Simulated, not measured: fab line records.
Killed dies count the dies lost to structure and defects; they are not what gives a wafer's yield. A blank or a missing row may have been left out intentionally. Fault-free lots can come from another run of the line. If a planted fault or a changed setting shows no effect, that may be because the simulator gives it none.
Chamber matching -- flow nand_harc -- NHARC_A_CHANNEL_HOLE_D2_DEP_01 on pecvd-03: 3 sister chambers
The step deposits SiON, target thk 140 nm. 6 wafers are shown with their chamber, then 7 later ones without.

WAFERS PAIRED WITH THEIR CHAMBERS
wafer,chamber,heater_power_w (W)
L471.5,1,890
L484.3,2,772
L484.5,1,800
L484.6,0,509
L485.2,2,810
L485.3,0,417

WAFERS WITH NO CHAMBER GIVEN
wafer,heater_power_w (W)
L485.4,667
L489.2,472
L489.4,820
L489.6,749
L491.1,772
L491.2,502
L491.3,716

EACH ONE'S CHAMBER
wafer,from the rows above,in truth
L485.4,can't be placed: 2 or 1 or 0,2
L489.2,0,0
L489.4,can't be placed: 1 or 2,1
L489.6,can't be placed: 2 or 1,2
L491.1,can't be placed: 2 or 1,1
L491.2,0,0
L491.3,can't be placed: 2 or 1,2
Placed correctly: 2 of 7. Unplaceable from these rows: 5, with the true chamber sitting among the candidates in 5. Number placed wrongly: 0.
How it was worked out, from the rows above alone: a wafer's distance from a chamber is the root of the sum, over the readings, of the square of ((its reading less the chamber's mean) divided by the reading's scatter). If the next closest chamber is less than 2 further off than the closest, the wafer can't be placed; otherwise it belongs to the closest. For every chamber, the mean is computed from those of its wafers that are shown. The scatter: the root of (the sum of the squares of (reading less its chamber's mean) over the shown wafers, divided by (wafers less chambers)).
